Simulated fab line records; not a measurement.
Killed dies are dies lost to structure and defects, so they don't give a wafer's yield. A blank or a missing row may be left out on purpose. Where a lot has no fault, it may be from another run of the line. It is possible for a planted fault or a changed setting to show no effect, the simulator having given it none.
fab line records | flow n5Finfet
record lots=5 wafers=15 lastDay=19
route steps=1938 shown BEOL_M11@1581 BEOL_M12@1602 PASSIVATION@1936
lots with no fault: from the same line, run without faults
startH: hours from the record's first day to the start of the lot's first wafer shown | waitH: hours from the lot's prior step to this one | " identical to the entry in the row above | L1.1+2: one row covering several wafers at once | - value missing, or start not given | * or withheld: withheld | < > ~ a bound
route shown NAME@n: a module of which the file shows steps, and the number in the route of the first | usual: mean/standard deviation of fault-free wafers | same: alike in all rows | chamber/n: place in a boat | sites: per-site readings | _std_site: the values' standard deviation | _edge_site: the outer-site mean with the inner-site mean subtracted | radiusMm: for every site, how far away it sits from the centre of the wafer | mask NAME#n: copy n | behind: the most recent tool/chamber to have shaped the wafer | hold: reason for holding the lot/hours on hold/outcome of the hold | device: which transistor (n, p or np) failed to switch | end of line: tests run on the same wafers once the route is complete | for a step that has no rows: nothing shown but its recipe | killed: not the wafer's yield, but the dies lost to structure and defects at the first sort | map: the dies of a wafer, with x for killed, . for not killed, _ for no die there
set.NAME: the setting that was run; set.NAME@STEP: the one run at that earlier step | model.NAME: the simulator's own value behind a step, which no gauge read
a table for each step, a row for each wafer; lots at some steps of the route
services: a tool's chamber out of use, with start hour (startH, from the record's first day; less than 0 if before it), hours out, and reason
## steps
# step N5_BEOL_M11_OCD_MEAS_38
# usual trenchDepthNm=148.5/1.6
# columns lot.wafer tool chamber startH waitH trenchDepthNm
L362.2 ocd-02 - 350.14 - 147.3
L362.4 " - " " 146.1
L362.6 " - " " 148.6
L364.1 ocd-01 - 384.22 - 149.0
L364.2 " - " " 148.5
L364.6 " - " " 149.6
L372.1 ocd-01 - 411.01 - 148.0
L372.4 " - " " 149.0
L372.5 " - " " 147.0
L373.1 ocd-01 - 425.77 - 150.5
L373.3 " - " " 151.0
L373.4 " - " " 151.6
L375.1 ocd-02 - 426.24 - 148.2
L375.4 " - " " 149.0
L375.6 " - " " 151.5
# step N5_BEOL_M11_HM_STRIP_39
# recipe chemistry=peroxideTinStrip material=TiN targetDepthA=250 tempC=50 timeS=158
# step N5_BEOL_M11_SRD_40
# recipe timeS=30 tempC=23 rinseLiquid=diw dry=ipaMarangoni
# step N5_BEOL_M11_PRECLEAN_42
# recipe chemistry=residueRemover timeS=60 tempC=40
# step N5_BEOL_M11_SRD_43
# recipe timeS=30 tempC=23 rinseLiquid=diw dry=ipaMarangoni
# step N5_BEOL_M11_CD_MEAS_35
# recipe targetCdNm=70 polarity=opening
# usual cdNm=70.0/0.49
# columns lot.wafer tool chamber startH waitH cdNm
L362.2 cdSem-03 - 350.29 0.0 70.3
L362.4 " - " " 70.0
L362.6 " - " " 70.0
L364.1 cdSem-03 - 384.37 0.0 69.2
L364.2 " - " " 69.8
L364.6 " - " " 70.3
L372.1 cdSem-01 - 411.17 0.0 70.1
L372.4 " - " " 69.6
L372.5 " - " " 70.3
L373.1 cdSem-03 - 425.93 0.0 69.9
L373.3 " - " " 70.7
L373.4 " - " " 70.1
L375.1 cdSem-03 - 426.39 0.0 70.2
L375.4 " - " " 70.0
L375.6 " - " " 70.4
# step N5_BEOL_M11_CURE_72
# recipe tempC=370 timeS=120 ambient=DMADMS/He material=SiCOH_lowk
# step N5_BEOL_M11_DEGAS_44
# recipe ambient=vacuum tempC=250 timeS=60
# usual heaterPowerW=322/44
# columns lot.wafer tool chamber startH waitH heaterPowerW
L362.2 pvdSputter-01 - 350.80 0.4 278
L362.4 " - " " 336
L362.6 " - " " 273
L364.1 pvdSputter-02 - 386.33 1.1 392
L364.2 " - " " 285
L364.6 " - " " 409
L372.1 pvdSputter-01 - 411.55 0.3 332
L372.4 " - " " 283
L372.5 " - " " 277
L373.1 pvdSputter-01 - 426.49 0.3 272
L373.3 " - " " 287
L373.4 " - " " 334
L375.1 pvdSputter-02 - 427.22 0.7 403
L375.4 " - " " 324
L375.6 " - " " 399
# step N5_BEOL_M11_PRE_CLEAN_45
# recipe gas=H2/He timeS=30 tempC=250
# step N5_BEOL_M11_ALD_74
# recipe material=TaN targetThkA=20 tempC=275 aldPrecursorFamily=PDMAT aldCoReactant=NH3 pressureTorr=3 carrierFlowSccm=1500 pulseTimeS=2 purgeTimeS=3 coReactantPurgeTimeS=2 coReactantPulseTimeS=3 aldCycles=40 precursorVesselTempC=75 precursorVesselPressureTorr=26.25 precursorVesselCarrierSccm=1000
# usual chamberPressureTorr=3.000/0.0067 heaterPowerW=424/39 precursorVesselCarrierSccm=1000/3
# columns lot.wafer tool chamber startH waitH chamberPressureTorr heaterPowerW precursorVesselCarrierSccm
L362.2 aldMetal-03 2 351.13 0.3 2.993 409 1004
L362.4 " 0 " " 3.009 386 1002
L362.6 " 0 " " 3.007 396 1005
L364.1 aldMetal-03 3 386.43 0.0 2.991 483 998
L364.2 " 1 " " 3.005 425 1002
L364.6 " 2 " " 3.006 421 1001
L372.1 aldMetal-01 0 411.66 0.0 2.999 383 1001
L372.4 " 1 " " 2.997 433 1002
L372.5 " 0 " " 2.992 377 998
L373.1 aldMetal-01 2 426.63 0.1 3.004 479 997
L373.3 " 0 " " 3.005 377 1003
L373.4 " 3 " " 2.997 415 1004
L375.1 aldMetal-03 0 427.44 0.2 2.994 391 998
L375.4 " 2 " " 2.996 400 1005
L375.6 " 3 " " 2.998 481 1001
# step N5_BEOL_M11_SURFACE_TREAT_76
# recipe gas=Ar timeS=* ionEnergyEv=* ionCurrentMaCm2=0.5 pressureMtorr=* arFlowSccm=30
# step N5_BEOL_M11_CVD_75
# recipe material=Co targetThkA=20 tempC=withheld precursor=CCTBA/H2 pressureTorr=30 timeS=138.9
# step N5_BEOL_M11_SPUTTER_48
# recipe material=Cu targetThkA=120 tempC=-20 biasV=60 powerW=26000 chamberPressurePa=0.13 timeS=2
# usual substrateTempC=-20.00/0.1 throttleValvePct=30.5/0.77
# columns lot.wafer tool chamber startH waitH substrateTempC throttleValvePct
L362.2 pvdSputter-01 - 352.02 0.1 -19.93 31.3
L362.4 " - " " -19.95 31.3
L362.6 " - " " -19.96 31.3
L364.1 pvdSputter-01 - 387.11 0.1 -19.99 31.2
L364.2 " - " " -20.05 29.2
L364.6 " - " " -19.95 28.7
L372.1 pvdSputter-02 - 412.18 0.1 -19.97 29.5
L372.4 " - " " -19.98 31.6
L372.5 " - " " -20.15 31.6
L373.1 pvdSputter-02 - 427.46 0.2 -20.05 31.5
L373.3 " - " " -19.97 30.3
L373.4 " - " " -20.00 30.2
L375.1 pvdSputter-02 - 428.16 0.1 -19.88 29.3
L375.4 " - " " -19.85 31.5
L375.6 " - " " -19.96 30.3
# step N5_BEOL_M11_ECD_50
# recipe material=Cu targetThkA=3180
# step N5_BEOL_M11_ANNEAL_51
# recipe tempC=225 timeS=90 ambient=N2
# usual wafer_temp_C_max=226.4/0.3
# columns lot.wafer tool chamber startH waitH wafer_temp_C_max
L362.2 rtpAnneal-02 0 352.29 0.1 226.3
L362.4 " 0 " " 226.7
L362.6 " 0 " " 226.5
L364.1 rtpAnneal-01 0 387.34 0.1 226.4
L364.2 " 0 " " 226.2
L364.6 " 0 " " 226.3
L372.1 rtpAnneal-01 0 412.74 0.3 226.3
L372.4 " 0 " " 225.9
L372.5 " 0 " " 226.3
L373.1 rtpAnneal-02 0 427.88 0.3 226.4
L373.3 " 0 " " 226.5
L373.4 " 0 " " 226.0
L375.1 rtpAnneal-01 0 428.39 0.1 226.3
L375.4 " 0 " " 226.5
L375.6 " 0 " " 226.5
# step N5_BEOL_M11_CMP_52
# recipe stopOn=SiCOH_lowk tOverpolishS=7 downForcePsi=1 platenRpm=50 clearingPlatenDownForcePsi=1.5 clearingPlatenRpm=50 postCmpClean=cuAlkaline targetThkNm=140 clearingPlatenPadVelocityMS=0.99484 padVelocityMS=0.99484
# step N5_BEOL_M11_PRE_CLEAN_55
# recipe gas=NH3 timeS=15 tempC=withheld rfPowerW=300
# step N5_BEOL_M11_DEP_56
# recipe material=SiCN targetThkA=300 tempC=withheld precursor=3MS/NH3 pressureTorr=3 rfW=675 timeS=10.5
# usual chamberPressureTorr=3.000/0.0065 showerheadPlenumPTorr=4.155/0.023 throttleValvePct=18.1/1.1
# columns lot.wafer tool chamber startH waitH chamberPressureTorr showerheadPlenumPTorr throttleValvePct
L362.2 pecvd-01 1 352.90 0.0 3.011 4.149 19.9
L362.4 " 2 " " 2.996 4.160 16.4
L362.6 " 0 " " 3.003 4.164 18.6
L364.1 pecvd-02 1 388.01 0.0 3.000 4.117 19.7
L364.2 " 0 " " 3.006 4.139 18.9
L364.6 " 0 " " 3.000 4.134 18.8
L372.1 pecvd-01 0 413.41 0.0 3.013 4.162 18.2
L372.4 " 2 " " 3.000 4.149 16.3
L372.5 " 0 " " 3.008 4.182 18.4
L373.1 pecvd-02 1 428.53 0.0 3.007 4.122 19.7
L373.3 " 2 " " 3.002 4.159 17.2
L373.4 " 0 " " 2.989 4.143 18.8
L375.1 pecvd-02 2 429.04 0.0 3.004 4.154 17.0
L375.4 " 2 " " 2.996 4.146 17.1
L375.6 " 0 " " 2.999 4.147 18.8
# step N5_BEOL_M11_RS_MEAS_57
# recipe thkMeasGauge=four-point-probe reads=Cu_of_BEOL_M11_ECD_50+Co_of_BEOL_M11_CVD_75+TaN_of_BEOL_M11_ALD_74
# usual M11_RS=0.1512/0.0021
# columns lot.wafer tool chamber startH waitH M11_RS[ohm/sq]
L362.2 filmMetro-02 - 352.97 0.0 0.1531
L362.4 " - " " 0.1530
L362.6 " - " " 0.1507
L364.1 filmMetro-02 - 388.07 0.0 0.1533
L364.2 " - " " 0.1514
L364.6 " - " " 0.1517
L372.1 filmMetro-01 - 413.47 0.0 0.1509
L372.4 " - " " 0.1496
L372.5 " - " " 0.1526
L373.1 filmMetro-01 - 428.59 0.0 0.1483
L373.3 " - " " 0.1476
L373.4 " - " " 0.1490
L375.1 filmMetro-02 - 429.10 0.0 0.1528
L375.4 " - " " 0.1500
L375.6 " - " " 0.1504
# step N5_BEOL_M12_ILD_DEP_00
# recipe material=SiOC targetThkA=6589.2 tempC=350 precursor=DEMS/O2 pressureTorr=5 rfW=500 timeS=130.7
# step N5_BEOL_M12_THK_MEAS_01
# recipe reads=SiOC_of_BEOL_M12_ILD_DEP_00
# usual M12_ILD_THK=659/7.9
# columns lot.wafer tool chamber startH waitH M12_ILD_THK[nm]
L362.2 filmMetro-01 - 353.18 0.1 652
L362.4 " - " " 661
L362.6 " - " " 670
L364.1 filmMetro-01 - 388.26 0.1 656
L364.2 " - " " 653
L364.6 " - " " 663
L372.1 filmMetro-02 - 413.67 0.1 661
L372.4 " - " " 670
L372.5 " - " " 656
L373.1 filmMetro-01 - 428.79 0.1 662
L373.3 " - " " 658
L373.4 " - " " 665
L375.1 filmMetro-01 - 429.30 0.1 653
L375.4 " - " " 660
L375.6 " - " " 659
# step N5_BEOL_M12_COAT_58
# recipe resist=BARC tempC=205 timeS=60 spinRpm=1500 resistThkNm=89
# step N5_BEOL_M12_COAT_04
# recipe spinRpm=1625 resistThkNm=400
# step N5_BEOL_M12_EBR_06
# recipe solvent=PGMEA ebrWidthMm=1.5
# step N5_BEOL_M12_SOFTBAKE_05
# recipe tempC=130 timeS=60
# step N5_BEOL_M12_EXPOSE_07
# recipe maskId=V11 na=0.93 sourceShape=conventional sigmaOuter=0.6 polarization=unpolarized attpsmPhaseDeg=180 doseMj=32.5
# step N5_BEOL_M12_PEB_08
# recipe pebTempC=130 pebTimeS=90
# step N5_BEOL_M12_DEVELOP_09
# recipe developTimeS=45 rinseLiquid=diw dry=airSpin devTempC=21
# step N5_BEOL_M12_HARDBAKE_14
# recipe tempC=130 timeS=120
# step N5_BEOL_M12_CD_MEAS_10
# recipe targetCdNm=140 landingEnergyEv=500 detector=seInlens polarity=opening
# usual cdNm=139.7/1.4
# columns lot.wafer tool chamber startH waitH cdNm
L362.2 cdSem-03 0 353.48 - 140.4
L362.4 " 0 " " 139.1
L362.6 " 0 " " 139.1
L364.1 cdSem-02 0 388.69 - 139.0
L364.2 " 0 " " 140.2
L364.6 " 0 " " 138.0
L372.1 cdSem-02 0 414.10 - 140.0
L372.4 " 0 " " 140.9
L372.5 " 0 " " 140.5
L373.1 cdSem-03 0 429.22 - 139.9
L373.3 " 0 " " 139.2
L373.4 " 0 " " 140.2
L375.1 cdSem-01 0 429.60 - 139.9
L375.4 " 0 " " 139.5
L375.6 " 0 " " 138.4
# step N5_BEOL_M12_OVL_MEAS_11
# recipe pointsPerWafer=44
# usual V11_OVL=5/5.1
# columns lot.wafer tool chamber startH waitH V11_OVL[nm]
L362.2 overlay-01 0 353.51 0.0 2
L362.4 " 0 " " -5
L362.6 " 0 " " -3
L364.1 overlay-01 0 388.72 0.0 11
L364.2 " 0 " " 16
L364.6 " 0 " " 12
L372.1 overlay-01 0 414.13 0.0 3
L372.4 " 0 " " 1
L372.5 " 0 " " 2
L373.1 overlay-02 0 429.25 0.0 -2
L373.3 " 0 " " 0
L373.4 " 0 " " -2
L375.1 overlay-02 0 429.63 0.0 9
L375.4 " 0 " " 2
L375.6 " 0 " " 2
# step N5_BEOL_M12_DESCUM_15
# recipe chemistry=O2 timeS=7.9 sourcePowerW=50 biasPowerW=20 pressureMtorr=20 rfFrequencyHz=2.712e+07 tempC=40 o2FlowSccm=225
# step N5_BEOL_M12_ETCH_59
# recipe chemistry=N2/H2 target=BARC targetDepthA=890 overetchA=267 timeS=67.9 ionEnergyEv=200 pressureMtorr=30 sourceW=840 biasW=150 n2FlowSccm=200 h2FlowSccm=200
# step N5_BEOL_M12_VIA_ETCH_16
# recipe chemistry=C4F8/O2/Ar target=SiOC pressureMtorr=30 sourceW=3000 biasW=700 Ar_flow_sccm=400 C4F8_flow_sccm=15 O2_flow_sccm=8 heInnerTorr=15 heOuterTorr=30 targetDepthA=7248 timeS=withheld ionEnergyEv=250 ends=cleared
# step N5_BEOL_M12_STRIP_63
# recipe chemistry=N2/H2 powerW=1000 tempC=250 h2Frac=0.65 overashFraction=0.3 pressureMtorr=1000 n2FlowSccm=1750 h2FlowSccm=3250
# usual drypumpMotorCurrentA=5.7/0.44 heaterPowerW=332/45 oesProductAu=0.693/0.0046 stripTimeToEndpointS=42.5/0.77
# columns lot.wafer tool chamber startH waitH drypumpMotorCurrentA heaterPowerW oesProductAu rfHoursCounterH stripTimeToEndpointS
L362.2 plasmaAsher-02 0 354.27 - 6.0 396 0.692 152 43.7
L362.4 " 0 " " 6.0 405 0.697 - 42.5
L362.6 " 1 " " 5.8 305 0.695 - 42.0
L364.1 plasmaAsher-01 1 389.07 - 4.9 341 0.695 84 42.1
L364.2 " 0 " " 6.1 275 0.694 84 42.7
L364.6 " 0 " " 6.1 266 0.697 - 42.6
L372.1 plasmaAsher-02 1 414.47 - 5.8 309 0.690 165 41.9
L372.4 " 1 " " 5.8 312 0.693 - 41.2
L372.5 " 0 " " 6.0 397 0.693 - 42.4
L373.1 plasmaAsher-02 1 429.64 - 5.8 313 0.693 167 42.0
L373.3 " 0 " " 6.0 396 0.695 - 42.5
L373.4 " 1 " " 5.8 314 0.692 - 42.0
L375.1 plasmaAsher-02 0 430.85 - 6.0 396 0.695 167 42.6
L375.4 " 1 " " 5.8 304 0.691 - 42.6
L375.6 " 1 " " 5.8 306 0.696 - 43.0
# step N5_BEOL_M12_STRIP_64
# recipe chemistry=N2/H2 powerW=1000 tempC=250 h2Frac=0.65 overashFraction=0.3 pressureMtorr=withheld n2FlowSccm=1750 h2FlowSccm=3250
# step N5_BEOL_M12_STRIP_71
# recipe chemistry=postEtchResidueRemover timeS=60 tempC=25 removerPh=withheld removerWaterWtPct=withheld removerFluorideWtPct=withheld
# step N5_BEOL_M12_SRD_72
# recipe timeS=30 tempC=23 rinseLiquid=diw dry=n2Spin spinRpm=1500 dryTimeS=30
# step N5_BEOL_M12_CD_MEAS_17
# recipe targetCdNm=140 polarity=opening
# usual cdNm=139.9/1.5
# columns lot.wafer tool chamber startH waitH cdNm
L362.2 cdSem-03 - 354.49 0.0 140.9
L362.4 " - " " 139.2
L362.6 " - " " 139.4
L364.1 cdSem-02 - 389.27 0.0 140.1
L364.2 " - " " 140.4
L364.6 " - " " 137.7
L372.1 cdSem-01 - 414.68 0.0 140.9
L372.4 " - " " 141.2
L372.5 " - " " 142.0
L373.1 cdSem-03 - 429.84 0.0 140.0
L373.3 " - " " 138.4
L373.4 " - " " 140.6
L375.1 cdSem-01 - 431.05 0.0 140.6
L375.4 " - " " 138.7
L375.6 " - " " 137.8
# step N5_PASSIVATION_PROBE_49
# usual defectLimitedYield=91.2/1.4 killed_at_M0_to_M3=36/11 killed_at_M4_up=14/5.6 killedAtContacts=12/5.9 killedAtFrontEnd=38/13 killedAtOther=3.5/2.7 killedDies=104/17 killedOpen=68/12 killedShort=34/8.2 sort_bin_5_function=5.1/0.95 sort_bin_6_memory=3.3/0.7 sort_bin_8_speed=0.00/0.007 sortNPass=1076/17 sortYieldPct=91.2/1.4
# same grossDies=1180 killedAtBackSide=0 sort_bin_4_leakage[%]=0
# columns lot.wafer tool chamber startH waitH defectLimitedYield[%] killed_at_M0_to_M3 killed_at_M4_up killedAtContacts killedAtFrontEnd killedAtOther killedDies killedOpen killedShort sort_bin_5_function[%] sort_bin_6_memory[%] sort_bin_8_speed[%] sortNPass sortYieldPct[%]
L364.1 prober-01 - 431.95 0.0 84.7 26 100 12 36 6 180 62 30 10.0 3.6 0 1000 84.7
L364.2 prober-01 - 432.00 0.1 82.1 28 128 18 35 2 211 71 21 10.5 5.1 0 969 82.1
L364.6 prober-01 - 432.20 0.3 83.9 37 119 6 25 3 190 53 28 10.5 4.2 0 990 83.9
L372.1 prober-01 - 453.06 0.0 92.5 27 9 19 32 2 89 57 32 4.5 2.8 0 1091 92.5
L372.4 prober-01 - 453.21 0.2 92.1 29 13 16 32 3 93 66 26 4.7 3.1 0 1087 92.1
L372.5 prober-01 - 453.26 0.2 92.3 30 12 23 24 2 91 71 18 4.1 3.4 0 1089 92.3
L373.1 prober-01 - 462.83 0.0 92.7 37 10 17 22 0 86 59 26 4.5 2.8 0 1094 92.7
L373.3 prober-01 - 462.93 0.1 93.0 28 20 9 25 1 83 65 15 4.0 2.9 0 1097 93.0
L373.4 prober-01 - 462.98 0.2 91.1 24 12 17 51 1 105 74 29 5.0 3.6 0 1075 91.1
L375.1 prober-02 - 464.71 0.0 91.1 47 12 12 34 0 105 64 39 5.0 3.2 0 1075 91.1
L375.4 prober-02 - 464.86 0.2 92.3 35 9 13 33 1 91 60 26 5.2 2.3 0 1089 92.3
L375.6 prober-02 - 464.96 0.3 90.7 31 17 17 44 1 110 79 27 5.8 3.4 0 1070 90.7
# killed by level:class
L364.1 BEOL_M11:unspecified=85 MOL_CONTACT_COAG:geometricParticle:open=10 BEOL_M0_SAQP:geometricParticle:open=9 STI_FIN_REVEAL:geometricParticle:open=7 FIN_SAQP:geometricParticle:short=4 STI_FIN_REVEAL:geometricParticle:short=4 DUMMY_GATE:geometricParticle:open=4 BEOL_M1:geometricParticle:open=4
L364.2 BEOL_M11:unspecified=118 MOL_CONTACT_COAG:geometricParticle:open=14 STI_FIN_REVEAL:geometricParticle:open=12 BEOL_M3:geometricParticle:open=9 FIN_SAQP:geometricParticle:open=6 BEOL_M4:geometricParticle:open=6 BEOL_M2:geometricParticle:open=5 STARTING-WAFER:geometricParticle:short=5
L364.6 BEOL_M11:unspecified=107 BEOL_M0_SAQP:geometricParticle:short=14 BEOL_M0_SAQP:geometricParticle:open=10 STI_FIN_REVEAL:geometricParticle:open=6 MOL_CONTACT_COAG:geometricParticle:open=6 FIN_SAQP:geometricParticle:open=5 BEOL_M3:geometricParticle:open=5 STARTING-WAFER:geometricParticle:open=5
L372.1 MOL_CONTACT_COAG:geometricParticle:open=15 FIN_SAQP:geometricParticle:short=8 BEOL_M2:geometricParticle:open=6 STI_FIN_REVEAL:geometricParticle:open=5 BEOL_M0_SAQP:geometricParticle:open=5 BEOL_M3:geometricParticle:open=5 DUMMY_GATE:geometricParticle:open=4 MOL_CONTACT_COAG:geometricParticle:short=4
L372.4 MOL_CONTACT_COAG:geometricParticle:open=13 BEOL_M4:geometricParticle:open=9 BEOL_M0:geometricParticle:open=6 BEOL_M1:geometricParticle:open=6 DUMMY_GATE:geometricParticle:open=5 BEOL_M2:geometricParticle:open=5 STARTING-WAFER:geometricParticle:open=5 FIN_SAQP:geometricParticle:open=4
L372.5 MOL_CONTACT_COAG:geometricParticle:open=17 BEOL_M3:geometricParticle:open=13 BEOL_M2:geometricParticle:open=9 STI_FIN_REVEAL:geometricParticle:open=6 BEOL_M4:geometricParticle:open=5 FIN_SAQP:geometricParticle:short=4 MOL_CONTACT_COAG:geometricParticle:short=4 STI_FIN_REVEAL:geometricParticle:short=3
L373.1 MOL_CONTACT_COAG:geometricParticle:open=14 BEOL_M3:geometricParticle:open=10 BEOL_M0_SAQP:geometricParticle:open=9 BEOL_M2:geometricParticle:open=8 BEOL_M3:geometricParticle:short=4 STARTING-WAFER:geometricParticle:short=4 FIN_SAQP:geometricParticle:open=3 GATE_CUT:geometricParticle:open=3
L373.3 BEOL_M4:geometricParticle:open=12 BEOL_M3:geometricParticle:open=10 MOL_CONTACT_COAG:geometricParticle:open=9 FIN_SAQP:geometricParticle:open=7 BEOL_M2:geometricParticle:open=6 DUMMY_GATE:geometricParticle:open=5 STI_FIN_REVEAL:geometricParticle:open=4 BEOL_M1:geometricParticle:open=4
L373.4 FIN_SAQP:geometricParticle:open=17 MOL_CONTACT_COAG:geometricParticle:open=14 BEOL_M2:geometricParticle:open=10 FIN_SAQP:geometricParticle:short=6 GATE_CUT:geometricParticle:short=6 DUMMY_GATE:geometricParticle:open=5 GATE_CUT:geometricParticle:open=5 STI_FIN_REVEAL:geometricParticle:open=4
L375.1 FIN_SAQP:geometricParticle:open=13 BEOL_M0_SAQP:geometricParticle:short=13 BEOL_M0_SAQP:geometricParticle:open=9 MOL_CONTACT_COAG:geometricParticle:open=8 BEOL_M3:geometricParticle:open=8 GATE_CUT:geometricParticle:short=7 BEOL_M2:geometricParticle:open=7 BEOL_M4:geometricParticle:open=4
L375.4 BEOL_M2:geometricParticle:open=10 MOL_CONTACT_COAG:geometricParticle:open=8 BEOL_M3:geometricParticle:open=8 BEOL_M1:geometricParticle:open=6 FIN_SAQP:geometricParticle:open=5 MOL_CONTACT_COAG:geometricParticle:short=5 STARTING-WAFER:geometricParticle:short=5 STI_FIN_REVEAL:geometricParticle:open=4
L375.6 FIN_SAQP:geometricParticle:open=17 BEOL_M1:geometricParticle:open=11 MOL_CONTACT_COAG:geometricParticle:open=10 BEOL_M4:geometricParticle:open=9 GATE_CUT:geometricParticle:short=7 BEOL_M0_SAQP:geometricParticle:open=6 MOL_CONTACT_COAG:geometricParticle:short=5 BEOL_M2:geometricParticle:open=5
# map L364.2 (x killed, . not)
_________________........x...________________
______________x................x_____________
___________......xx................__________
__________.......x.................._________
________..............x........x.....x_______
_______..............x......x..........______
______.....................x...x........_____
_____.x...x...x.x.............x..........____
____....xxx......x...........x.....xx.....___
___........x.................x.....x.......__
___.x........x....x....x......x............__
__............x.xx..x.......xxx..x...x......_
__....x.xxx.......x........xx..xxxx.x......._
_..........x...............xxxxxxxxxxx.......
_.........................xxxxxxxxxxxxxx...x.
_.......x....x..........xx.xx.xxxxxxxxx.xx..x
_..............x...x..x.x.xxxxxxxxxxxxx...x..
_...................x.....xxxxxxxxxxxxx..x...
_.x..................x....xxxxxxxxxxxx.......
_..x..................x....xxx.xxxxxx...x..x.
_.........................x.xxxxxxxxx........
__..........x....x......x....xxxxxxxx....x.x_
__..........x..................x...x.x..x..._
___.......................x.xx.x.....x.....__
___...x.............................x.x....__
____............................x.........___
_____..........x.........................____
______...................x........x....._____
_______...............x......x........x______
________.........xxx........x........._______
__________.......................x.._________
___________.........xx.............__________
______________..x.......x......._____________
_________________............________________
# map L362.2 (x killed, . not)
_________________x........x..________________
______________...x..x..........._____________
___________...............x.x...x..__________
__________.x.x....x................._________
________...x.....x...................._______
_______...x.......x.......x........xx.x______
______.....x.................x.....x...._____
_____x...................................____
____..x.................x.................___
___..x........x..............x.............__
___..............x.xxx................x....__
__..x...............x..x............x....x.._
__..x..x.x..x........x...x.....x.xx....xx..._
_........................xx.x..xx..........x.
_.........x..x.x............................x
_...x............x...........x........x......
_.x..........x......x......xx.........x......
_.......xx....................xxx.....x..x..x
_.x........x.........x........x....x.........
_..........x....x...............x............
_..x....................................x.x..
__.x.................x...x.....x.x...x....x._
__....................x....x........x......._
___.x...x...x..................x...........__
___.x............x..................x......__
____x..........................x..x.......___
_____.............x.....x............x...____
______..............................x..._____
_______.....x.............x...xx...x...______
________....x.....x..x....x..x........_______
__________x.....x.....x.x..........x_________
___________........x...x...........__________
______________.x.x.........x...x_____________
_________________.x.......x..________________
## services
# columns tool chamber startH hours kind
aldMetal-03 - 344.10 2.8 pm
pecvd-01 1 354.25 5.5 scheduledDown
pvdSputter-02 - 357.28 0.6 repair
pecvd-01 1 383.62 - clean
pecvd-01 1 383.62 - consumableReplace:showerhead
pecvd-01 1 383.62 29.0 scheduledDown
pecvd-01 1 383.62 29.0 ventCycle
plasmaAsher-02 - 406.45 2.6 repair
aldMetal-03 0 410.52 6.1 repair
pecvd-01 2 417.25 5.5 scheduledDown
aldMetal-01 - 417.28 8.7 pm
aldMetal-03 - 426.87 0.3 repair
plasmaAsher-01 - 430.01 2.1 repair
## key
firstSign step=N5_PASSIVATION_PROBE_49 reading=killed_at_M4_up direction=up sigmas=18 usual=14 struck=116
effect step=N5_PASSIVATION_PROBE_49 reading=defectLimitedYield direction=down sigmas=5.3 usual=91.2 struck=83.6
moreKillsBornAt N5_BEOL_M11_SPUTTER_48@pvdSputter-01=310
metAt N5_BEOL_M11_SPUTTER_48
struckWafers L364.1,L364.2,L364.6
onsetBetween 352.02 387.11
alsoFits N5_BEOL_M12_STRIP_63:plasmaAsher-01
earlierFault kind=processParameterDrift tool=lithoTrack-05 chamber=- onsetH=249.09 steps=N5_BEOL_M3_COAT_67 channel=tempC offset=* shape=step actsIn=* stated=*
fault kind=chamberParticleSource tool=pvdSputter-01 chamber=- onsetH=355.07 steps=N5_BEOL_M11_SPUTTER_48 ratePerVisitCm2=0.6666
